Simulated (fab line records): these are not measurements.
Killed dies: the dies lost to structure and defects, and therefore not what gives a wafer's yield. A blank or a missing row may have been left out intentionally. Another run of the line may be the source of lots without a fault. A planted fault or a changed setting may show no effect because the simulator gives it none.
Which tool is to blame? -- flow nandHarc -- 39 wafers from 13 lots sampled at 4 of the route's 1302 steps

== WHAT THE GAUGES READ, wafer by wafer ==
NHARC_HYBRID_BOND_OVL_MEAS_05.
lot,measured,on,overlayXNm (nm),overlayYNm (nm)
L889,day 23 08:40,overlay-01,32 -9 -82,25 -7 6
L890,day 24 00:12,overlay-01,2 -15 -23,20 20 48
L892,day 24 10:37,overlay-02,-7 -10 2,4 -128 20
L893,day 24 23:01,overlay-01,57 -20 -72,-24 -40 53
L894,day 25 16:16,overlay-02,-27 -6 -66,-45 -13 -30
L895,day 25 16:16,overlay-01,-33 -63 -65,41 -5 -67
L897,day 27 06:49,overlay-01,5 32 -31,84 8 67
L898,day 27 06:49,overlay-02,21 3 43,47 21 -19
L900,day 27 20:52,overlay-02,-6 18 7,-60 57 6
L903,day 29 03:33,overlay-02,17 2 -45,58 -33 -9
L905,day 30 21:17,overlay-01,65 23 -6,-7 19 -8
L909,day 31 16:04,overlay-02,-19 -9 -73,-33 -40 -22
L912,day 32 21:44,overlay-01,27 23 -5,-26 61 -3

NHARC_END_SORT_01.
lot,measured,on,killedAtArray,killedAtOther,killedAtPeriphery,killedDies,killedOpen,killedShort
L905,day 31 15:32,prober-02,124 80 91,0 0 0,8 4 6,132 84 97,4 2 3,1 4 4

== WHICH TOOL RAN EACH LOT (tool, then ch and the chambers of the sampled wafers, then the start) ==
lot,NHARC_A_SLIT_DEP_25,NHARC_THIN_TSV_DEGAS_49
L889,"pecvd-04 ch 0,1,2, day 19 08:49","pvdSputter-01, day 23 15:31"
L890,"pecvd-03 ch 0,1, day 19 21:05","pvdSputter-03, day 24 05:34"
L892,"pecvd-03 ch 1,2, day 20 07:58","pvdSputter-01, day 24 16:10"
L893,"pecvd-03 ch 1,2, day 21 01:51","pvdSputter-02, day 25 04:38"
L894,"pecvd-03 ch 0,1,2, day 21 10:23","pvdSputter-02, day 25 23:07"
L895,"pecvd-01 ch 1,2, day 21 10:25","pvdSputter-02, day 25 21:50"
L897,"pecvd-04 ch 1,2, day 23 01:17","pvdSputter-03, day 27 13:39"
L898,"pecvd-01 ch 0,1, day 23 07:14","pvdSputter-01, day 27 12:19"
L900,"pecvd-01 ch 1,2, day 23 22:19","pvdSputter-03, day 28 03:37"
L903,"pecvd-04 ch 0,1,2, day 24 22:47","pvdSputter-02, day 29 09:02"
L905,"pecvd-03 ch 0,2, day 26 13:11","pvdSputter-03, day 31 02:49"
L909,"pecvd-01 ch 0,1, day 27 09:12","pvdSputter-02, day 32 05:22"
L912,"pecvd-01 ch 1,2, day 28 20:44","pvdSputter-02, day 33 03:17"
- NHARC_A_SLIT_DEP_25: deposits SiO2, target thk 200 nm.
- NHARC_THIN_TSV_DEGAS_49: time 120 s.

== WHAT THE TOOLS THEMSELVES READ (means of the sampled wafers that have a number; where no wafer has one, the mark that the record gives instead) ==
NHARC_A_SLIT_DEP_25.
lot,tool,flowSccm (sccm),heaterPowerOuterW (W),heaterPowerW (W),throttleValvePct (%)
L889,pecvd-04,2642,255,496,16.3
L890,pecvd-03,2654,257,530,16.0
L892,pecvd-03,2648,263,506,15.9
L893,pecvd-03,2654,295,547,15.9
L894,pecvd-03,2644,275,526,16.0
L895,pecvd-01,2649,276,467,16.2
L897,pecvd-04,2652,303,565,15.7
L898,pecvd-01,2654,266,486,16.4
L900,pecvd-01,2645,226,399,15.9
L903,pecvd-04,2650,255,491,16.0
L905,pecvd-03,2652,280,514,15.7
L909,pecvd-01,2644,212,418,16.4
L912,pecvd-01,2652,263,458,16.6

NHARC_THIN_TSV_DEGAS_49.
lot,tool,heaterPowerW (W)
L889,pvdSputter-01,504
L890,pvdSputter-03,466
L892,pvdSputter-01,524
L893,pvdSputter-02,432
L894,pvdSputter-02,407
L895,pvdSputter-02,436
L897,pvdSputter-03,494
L898,pvdSputter-01,490
L900,pvdSputter-03,504
L903,pvdSputter-02,402
L905,pvdSputter-03,475
L909,pvdSputter-02,412
L912,pvdSputter-02,403

== THE ANSWER, worked out from the rows above alone ==
Rule: the usual values come from the lots themselves. Put in order of their means at a reading, lots are off if they are a third of the lots or fewer, leave a main group of 4 or more, and stand apart from it by a gap of 3 or more times the standard deviation of the main group's means; of several such gaps the widest counts. The tables above print the reading to a certain number of digits; a main group whose means all agree to those digits is not used. A lot without any number at a reading at which 4 lots or more have one is off too. Any other lot the step has rows for is counted as sound. First the gauges in route order, then the tools' own readings, where a lot's mean is used as printed above. At the first step where some lot is off, the reading lying furthest off is the one used; lots without a number count as furthest.
Across all readings shown, no lot is off: no conclusion can be drawn from this.

== WHAT THE SIMULATOR HAD INSERTED ==
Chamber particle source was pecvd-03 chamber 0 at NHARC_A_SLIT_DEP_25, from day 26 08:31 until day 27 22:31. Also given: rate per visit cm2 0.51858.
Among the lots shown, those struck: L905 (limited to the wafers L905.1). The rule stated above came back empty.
